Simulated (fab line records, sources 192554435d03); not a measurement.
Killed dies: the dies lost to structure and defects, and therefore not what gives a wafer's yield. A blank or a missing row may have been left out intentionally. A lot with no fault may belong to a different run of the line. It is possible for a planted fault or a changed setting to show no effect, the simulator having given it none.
Chamber matching || flow n5_finfet || N5_BEOL_M6_CMP_52 on cmp-03 has 4 sister chambers
The step polishes, stops on SiCOH lowk, t overpolish 6.9 s, target thk 80 nm. 16 wafers are shown with their chamber, then 8 later ones without.

== WAFERS, EACH WITH ITS CHAMBER ==
{"wafer": "L075.2", "chamber": 3, "motor_current_A (A)": 5.3, "time_to_endpoint_s (s)": 65.5, "overpolish_run_s (s)": 6.897}
{"wafer": "L075.4", "chamber": 2, "motor_current_A (A)": 6.5, "time_to_endpoint_s (s)": 62.5, "overpolish_run_s (s)": 6.904}
{"wafer": "L075.5", "chamber": 0, "motor_current_A (A)": 6.9, "time_to_endpoint_s (s)": 65.1, "overpolish_run_s (s)": 6.895}
{"wafer": "L077.2", "chamber": 0, "motor_current_A (A)": 6.8, "time_to_endpoint_s (s)": 62.7, "overpolish_run_s (s)": 6.896}
{"wafer": "L077.3", "chamber": 1, "motor_current_A (A)": 6.1, "time_to_endpoint_s (s)": 60.0, "overpolish_run_s (s)": 6.874}
{"wafer": "L077.6", "chamber": 2, "motor_current_A (A)": 6.1, "time_to_endpoint_s (s)": 60.2, "overpolish_run_s (s)": 6.912}
{"wafer": "L081.3", "chamber": 1, "motor_current_A (A)": 5.5, "time_to_endpoint_s (s)": 59.4, "overpolish_run_s (s)": 6.908}
{"wafer": "L081.5", "chamber": 2, "motor_current_A (A)": 6.3, "time_to_endpoint_s (s)": 61.9, "overpolish_run_s (s)": 6.917}
{"wafer": "L081.6", "chamber": 3, "motor_current_A (A)": 5.8, "time_to_endpoint_s (s)": 64.9, "overpolish_run_s (s)": 6.903}
{"wafer": "L082.3", "chamber": 0, "motor_current_A (A)": 7.0, "time_to_endpoint_s (s)": 64.0, "overpolish_run_s (s)": 6.896}
{"wafer": "L082.5", "chamber": 2, "motor_current_A (A)": 6.5, "time_to_endpoint_s (s)": 60.2, "overpolish_run_s (s)": 6.905}
{"wafer": "L082.6", "chamber": 3, "motor_current_A (A)": 5.7, "time_to_endpoint_s (s)": 62.7, "overpolish_run_s (s)": 6.907}
{"wafer": "L084.1", "chamber": 3, "motor_current_A (A)": 6.2, "time_to_endpoint_s (s)": 61.9, "overpolish_run_s (s)": 6.897}
{"wafer": "L084.4", "chamber": 0, "motor_current_A (A)": 6.6, "time_to_endpoint_s (s)": 63.7, "overpolish_run_s (s)": 6.897}
{"wafer": "L084.5", "chamber": 2, "motor_current_A (A)": 6.6, "time_to_endpoint_s (s)": 61.0, "overpolish_run_s (s)": 6.907}
{"wafer": "L091.1", "chamber": 2, "motor_current_A (A)": 6.5, "time_to_endpoint_s (s)": 57.8, "overpolish_run_s (s)": 6.903}

SIGNATURES (means of the wafers above)
{"reading": "motor_current_A", "chamber 0": 6.825, "chamber 1": 5.800, "chamber 2": 6.417, "chamber 3": 5.750, "scatter within a chamber": 0.265}
{"reading": "time_to_endpoint_s", "chamber 0": 63.875, "chamber 1": 59.700, "chamber 2": 60.600, "chamber 3": 63.750, "scatter within a chamber": 1.46}
{"reading": "overpolish_run_s", "chamber 0": 6.89600, "chamber 1": 6.89100, "chamber 2": 6.90800, "chamber 3": 6.90100, "scatter within a chamber": 0.00816}
Rule: for a wafer and a chamber, the distance is found by dividing, reading by reading, the gap between the wafer's reading and the chamber's mean by the reading's scatter, squaring, summing and taking the root. The wafer belongs to the nearest chamber; if the next one is less than 2 further off, it can't be placed. The scatter: the root of (the sum of the squares of (reading less its chamber's mean) over the shown wafers, divided by (wafers less chambers)).

== WAFERS MISSING THEIR CHAMBER ==
{"wafer": "L091.2", "motor_current_A (A)": 5.6, "time_to_endpoint_s (s)": 61.0, "overpolish_run_s (s)": 6.918}
{"wafer": "L091.4", "motor_current_A (A)": 6.7, "time_to_endpoint_s (s)": 60.1, "overpolish_run_s (s)": 6.889}
{"wafer": "L092.1", "motor_current_A (A)": 6.7, "time_to_endpoint_s (s)": 59.0, "overpolish_run_s (s)": 6.912}
{"wafer": "L092.3", "motor_current_A (A)": 5.7, "time_to_endpoint_s (s)": 57.3, "overpolish_run_s (s)": 6.898}
{"wafer": "L092.5", "motor_current_A (A)": 6.0, "time_to_endpoint_s (s)": 59.8, "overpolish_run_s (s)": 6.891}
{"wafer": "L094.1", "motor_current_A (A)": 6.4, "time_to_endpoint_s (s)": 62.3, "overpolish_run_s (s)": 6.904}
{"wafer": "L094.2", "motor_current_A (A)": 5.6, "time_to_endpoint_s (s)": 60.5, "overpolish_run_s (s)": 6.928}
{"wafer": "L094.5", "motor_current_A (A)": 6.5, "time_to_endpoint_s (s)": 64.6, "overpolish_run_s (s)": 6.887}

== THE CHAMBER EACH PASSED THROUGH ==
{"wafer": "L091.2", "from the rows above": "can't be placed: 3 or 2 or 1", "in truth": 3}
{"wafer": "L091.4", "from the rows above": "can't be placed: 2 or 0 or 1", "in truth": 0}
{"wafer": "L092.1", "from the rows above": 2, "in truth": 2}
{"wafer": "L092.3", "from the rows above": "can't be placed: 1 or 2", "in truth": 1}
{"wafer": "L092.5", "from the rows above": "can't be placed: 1 or 2", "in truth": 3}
{"wafer": "L094.1", "from the rows above": "can't be placed: 2 or 0 or 3", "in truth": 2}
{"wafer": "L094.2", "from the rows above": "can't be placed: 2 or 3 or 1", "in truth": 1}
{"wafer": "L094.5", "from the rows above": "can't be placed: 0 or 3", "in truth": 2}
Placed correctly: 1 of 8. From these rows, 7 cannot be placed; in 5 the true chamber is one of the candidates. Number placed wrongly: 0.
